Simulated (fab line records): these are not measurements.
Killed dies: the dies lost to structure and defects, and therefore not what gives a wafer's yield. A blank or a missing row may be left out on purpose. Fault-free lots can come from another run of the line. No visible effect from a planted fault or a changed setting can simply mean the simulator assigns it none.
Chamber matching + flow n5-finfet + N5_BEOL_M0_SAQP_ETCH_88 on rie-diel-03: 4 sister chambers
The step etches underlayer in N2/H2, target depth 6.5 nm, time 5.2 s. 4 wafers are shown with their chamber, then 11 later ones without.

## WAFERS, EACH WITH ITS CHAMBER
| wafer  | chamber | showerhead-plenum-p-Torr (Torr) |
|--------|---------|---------------------------------|
| L078.5 | 0       | 2.36                            |
| L086.2 | 1       | 2.53                            |
| L086.5 | 3       | 2.44                            |
| L089.1 | 2       | 2.64                            |

## WAFERS WHOSE CHAMBER IS MISSING
| wafer  | showerhead-plenum-p-Torr (Torr) |
|--------|---------------------------------|
| L089.3 | 2.53                            |
| L089.6 | 2.64                            |
| L092.1 | 2.53                            |
| L092.3 | 2.64                            |
| L092.6 | 2.35                            |
| L093.1 | 2.53                            |
| L093.3 | 2.64                            |
| L093.6 | 2.64                            |
| L094.2 | 2.35                            |
| L094.3 | 2.43                            |
| L094.6 | 2.53                            |

## CHAMBER TAKEN BY EACH
| wafer  | from the rows above | in truth |
|--------|---------------------|----------|
| L089.3 | 1                   | 1        |
| L089.6 | 2                   | 2        |
| L092.1 | 1                   | 1        |
| L092.3 | 2                   | 2        |
| L092.6 | 0                   | 0        |
| L093.1 | 1                   | 1        |
| L093.3 | 2                   | 2        |
| L093.6 | 2                   | 2        |
| L094.2 | 0                   | 0        |
| L094.3 | 3                   | 3        |
| L094.6 | 1                   | 1        |
11 of 11 placed correctly. Not placeable from these rows: 0. Wrongly placed: 0.
How it was worked out, from the rows above alone: a wafer's distance from a chamber is the root of the sum, over the readings, of the square of ((its reading less the chamber's mean) divided by the reading's scatter). If the next closest chamber is less than 2 further off than the closest, the wafer can't be placed; otherwise it belongs to the closest. Each chamber's mean is taken over the wafers shown for it. The scatter (one wafer shown for each chamber): square how far every hidden wafer sits from the nearest shown wafer, average those squares and take the square root.
